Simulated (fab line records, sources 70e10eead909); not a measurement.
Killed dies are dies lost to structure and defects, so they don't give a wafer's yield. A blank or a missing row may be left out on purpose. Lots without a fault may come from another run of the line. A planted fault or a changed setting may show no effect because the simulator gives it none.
Problem report in the 8D (eight disciplines) form, filled by code | flow nand_harc | the parts of the form that need people (team, actions taken, sign-off) are left out

1. THE PROBLEM
thk_nm at NHARC_A_ONON_D2_THK_MEAS_02 reads a mean of 1074 nm on 6 wafers of 2 lots; wafers without a fault read 1000 nm with a standard deviation of 8.2. That is +9.0 standard deviations from the usual mean.
The step: measures by ellipsometry.
First seen on wafer L209.1, day 17 04:47, on film_metro-02. The record holds 42 wafers of 14 lots with a number at this step. Rule for "out", or "out of limits": more than 4 standard deviations from the usual mean. The other wafers with a number count as sound.

2. WHAT IT IS AND WHAT IT IS NOT
question                    | is                     | is not
which readings at this step | thk_nm                 | -
which lots                  | L209, L210             | L197, L198, L200, L201, L202, L203, L205, L216, L217, L218, L219, L220
which wafers of those lots  | all that have a number | -
read on which gauges        | film_metro-02          | film_metro-01
when                        | from day 17 04:47      | up to then (21 sound wafers); but 15 sound wafers of L216, L217, L218, L219, L220 came after

3. SUSPECTS, AND WHAT RULES EACH OUT
Counting: a tool at a process step up to the reading stays a suspect if it ran every lot that is out and no sound lot after the first of them.
- the gauge at NHARC_A_ONON_D2_THK_MEAS_02: kept. All the wafers that are out were read on film_metro-02, and no step on other tools shows them out.
- pecvd_onon-04 at NHARC_A_ONON_D2_DEP_00 (target thk 1000 nm): ruled out as a lasting fault. Sound lots L219, L220 ran on it after its first lot that is out, L209 (day 17 04:16).
Left after counting: film_metro-02 at NHARC_A_ONON_D2_THK_MEAS_02.

4. THE CAUSE (what the simulator had put in)
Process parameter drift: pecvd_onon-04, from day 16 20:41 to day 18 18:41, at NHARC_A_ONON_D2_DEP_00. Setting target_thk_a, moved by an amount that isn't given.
Counting ruled it out, wrongly: the rule takes a fault to strike every lot that its tool runs from its start on, and this one did not.

5. THE CHAIN OF EFFECTS, in route order
Each row: a reading whose mean over the struck wafers that have a number lies more than 3 standard deviations from the usual. Only readings for which the record gives a usual standard deviation are gone through. hours: the time from each lot's start at the first step in this table that gives one to its start at this step, as a median over the lots. sigmas: the change in usual standard deviations.
hours | step                        | reading | usual   | on struck wafers | change | sigmas
0     | NHARC_A_ONON_D2_THK_MEAS_02 | thk_nm  | 1000 nm | 1074             | +74    | +9.0

6. WHAT WOULD HAVE CAUGHT IT SOONER
In this record the first reading out of limits at a measuring or inspecting step was taken at day 17 04:47, 8 hours after the fault began at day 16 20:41.
Of the tool readings at NHARC_A_ONON_D2_DEP_00 for which the record gives a usual standard deviation, none was out on any struck wafer, so an alarm limit of 4 standard deviations on them would not have fired.
